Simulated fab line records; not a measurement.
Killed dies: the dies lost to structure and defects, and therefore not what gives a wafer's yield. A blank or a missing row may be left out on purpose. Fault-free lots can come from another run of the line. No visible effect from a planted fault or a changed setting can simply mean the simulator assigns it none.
Chamber matching :: flow nand_harc :: NHARC_P_BONDPAD_DEP_00 on pecvd-03: 3 sister chambers
The step deposits SiCN, target thk 250 nm. 18 wafers are shown with their chamber, then 9 later ones without.

## WAFERS WITH THEIR CHAMBER
wafer: L076.1
chamber: 0
heater_power_w (W): 571

wafer: L076.2
chamber: 1
heater_power_w (W): 535

wafer: L076.3
chamber: 2
heater_power_w (W): 612

wafer: L076.4
chamber: 2
heater_power_w (W): 609

wafer: L076.5
chamber: 0
heater_power_w (W): 552

wafer: L076.6
chamber: 1
heater_power_w (W): 538

wafer: L082.1
chamber: 2
heater_power_w (W): 614

wafer: L082.4
chamber: 0
heater_power_w (W): 523

wafer: L082.5
chamber: 2
heater_power_w (W): 630

wafer: L085.2
chamber: 2
heater_power_w (W): 643

wafer: L085.3
chamber: 0
heater_power_w (W): 519

wafer: L085.5
chamber: 0
heater_power_w (W): 535

wafer: L085.1
chamber: 1
heater_power_w (W): 514

wafer: L085.4
chamber: 1
heater_power_w (W): 531

wafer: L085.6
chamber: 2
heater_power_w (W): 645

wafer: L088.4
chamber: 2
heater_power_w (W): 642

wafer: L088.5
chamber: 1
heater_power_w (W): 528

wafer: L088.6
chamber: 0
heater_power_w (W): 490

SIGNATURES, as means of the wafers listed above
reading: heater_power_w
chamber 0: 531.67
chamber 1: 529.20
chamber 2: 627.86
scatter within a chamber: 19.7
Rule: a wafer's distance from a chamber is the root of the sum, over the readings, of the square of ((its reading less the chamber's mean) divided by the reading's scatter). If the next closest chamber is less than 2 further off than the closest, the wafer can't be placed; otherwise it belongs to the closest. The scatter is the square root of a quotient: the sum, over the shown wafers, of each reading's squared deviation from its chamber's mean, divided by wafers minus chambers.

## WAFERS WITHOUT THEIR CHAMBER
wafer: L090.2
heater_power_w (W): 558

wafer: L090.3
heater_power_w (W): 510

wafer: L090.6
heater_power_w (W): 507

wafer: L092.2
heater_power_w (W): 525

wafer: L092.3
heater_power_w (W): 571

wafer: L092.4
heater_power_w (W): 587

wafer: L094.1
heater_power_w (W): 618

wafer: L094.5
heater_power_w (W): 554

wafer: L094.6
heater_power_w (W): 624

## THE CHAMBER EACH PASSED THROUGH
wafer: L090.2
from the rows above: can't be placed: 0 or 1
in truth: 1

wafer: L090.3
from the rows above: can't be placed: 1 or 0
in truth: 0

wafer: L090.6
from the rows above: can't be placed: 1 or 0
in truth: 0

wafer: L092.2
from the rows above: can't be placed: 1 or 0
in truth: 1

wafer: L092.3
from the rows above: can't be placed: 0 or 1 or 2
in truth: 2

wafer: L092.4
from the rows above: can't be placed: 2 or 0 or 1
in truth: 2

wafer: L094.1
from the rows above: 2
in truth: 2

wafer: L094.5
from the rows above: can't be placed: 0 or 1
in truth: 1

wafer: L094.6
from the rows above: 2
in truth: 2
Correct placement for 2 of the 9. Unplaceable from these rows: 7, with the true chamber sitting among the candidates in 7. Wrongly placed: 0.
